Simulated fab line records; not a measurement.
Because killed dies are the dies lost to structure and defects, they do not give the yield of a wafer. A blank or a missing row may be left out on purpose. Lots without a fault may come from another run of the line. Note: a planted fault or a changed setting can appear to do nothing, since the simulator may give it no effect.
Problem report, 8D (eight disciplines) form, completed by code :: flow nandHarc :: the parts of the form that need people (team, actions taken, sign-off) are left out

1. PROBLEM STATEMENT
Wafers without a fault read 3.4 with a standard deviation of 2.7, while killedAtPeriphery at NHARC_END_SORT_01 averages 52.0 across 3 wafers of 1 lot. Relative to the usual mean, that is a shift of +18 standard deviations.
The first sign was on wafer L533.3 at day 22 14:59, on prober-01. The record holds 3 wafers of 1 lot with a number at this step. By rule, "out" or "out of limits" means more than 4 standard deviations away from the usual mean. All remaining wafers that have a number are taken as sound.

2. WHAT IT IS AND WHAT IT IS NOT
question: which readings at this step
is: killedAtPeriphery
is not: killedAtArray, killedAtOther, killedOpen, killedShort

question: which lots
is: L533
is not: -

question: which wafers of those lots
is: all that have a number
is not: -

question: read on which gauges
is: prober-01
is not: -

question: when
is: from day 22 14:59
is not: up to then (0 sound wafers)

3. SUSPECTS, AND WHAT RULES EACH OUT
Counting: any tool at a process step up to the reading is kept as a suspect provided that every lot that is out went through it and no sound lot did after the first of them.
- the gauge at NHARC_END_SORT_01: kept. All the wafers that are out were read on prober-01, and no step on other tools shows them out.
- rieDiel-03 at NHARC_P_GATE_DESCUM_61 (chemistry O2, time 3 s): kept. It ran the lot that is out, L533 (day 8 23:55), and no sound lot after that.
- rtpAnneal-02 at NHARC_P_GATE_RTA_64 (time 1 s): kept. It ran the lot that is out, L533 (day 9 03:32), and no sound lot after that.
- pvdSputter-02 at NHARC_P_GATE_PRE_CLEAN_110 (time 30 s): kept. It ran the lot that is out, L533 (day 9 03:51), and no sound lot after that.
- rieDiel-09 at NHARC_P_CONTACT_DESCUM_17 (chemistry O2, time 3 s): kept. It ran the lot that is out, L533 (day 9 06:33), and no sound lot after that.
Left after counting: rieDiel-03 at NHARC_P_GATE_DESCUM_61, rtpAnneal-02 at NHARC_P_GATE_RTA_64, pvdSputter-02 at NHARC_P_GATE_PRE_CLEAN_110, rieDiel-09 at NHARC_P_CONTACT_DESCUM_17, prober-01 at NHARC_END_SORT_01.

4. THE CAUSE (what the simulator had put in)
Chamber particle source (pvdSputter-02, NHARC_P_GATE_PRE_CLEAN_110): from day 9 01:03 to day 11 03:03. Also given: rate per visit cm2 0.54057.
5 suspects survive the count, and this tool is in that group.

5. THE EFFECT CHAIN, in route order
Each row: a reading whose mean over the struck wafers that have a number lies more than 3 standard deviations from the usual. Only readings whose record carries a usual standard deviation are examined. hours: median over the lots of the time between each lot's start at the first step of this table that gives one and its start at this step. sigmas: the change, counted in usual standard deviations.
hours: 0
step: NHARC_P_GATE_INSPECT_68
reading: rawDefectCount
usual: 250
on struck wafers: 618
change: +368
sigmas: +3.3

hours: 322
step: NHARC_END_SORT_01
reading: killedAtPeriphery
usual: 3.4
on struck wafers: 52.0
change: +48.6
sigmas: +18

hours: 322
step: NHARC_END_SORT_01
reading: killedDies
usual: 31
on struck wafers: 74
change: +43
sigmas: +4.3

6. WHAT WOULD HAVE CAUGHT IT SOONER
326 hours passed between the start of the fault at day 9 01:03 and the first reading out of limits at a measuring or inspecting step in this record, taken at day 22 14:59.
Lots out: 1; all had begun NHARC_P_GATE_PRE_CLEAN_110 on pvdSputter-02 by day 22 14:59. A hold on the tool at that time would have spared none of them.
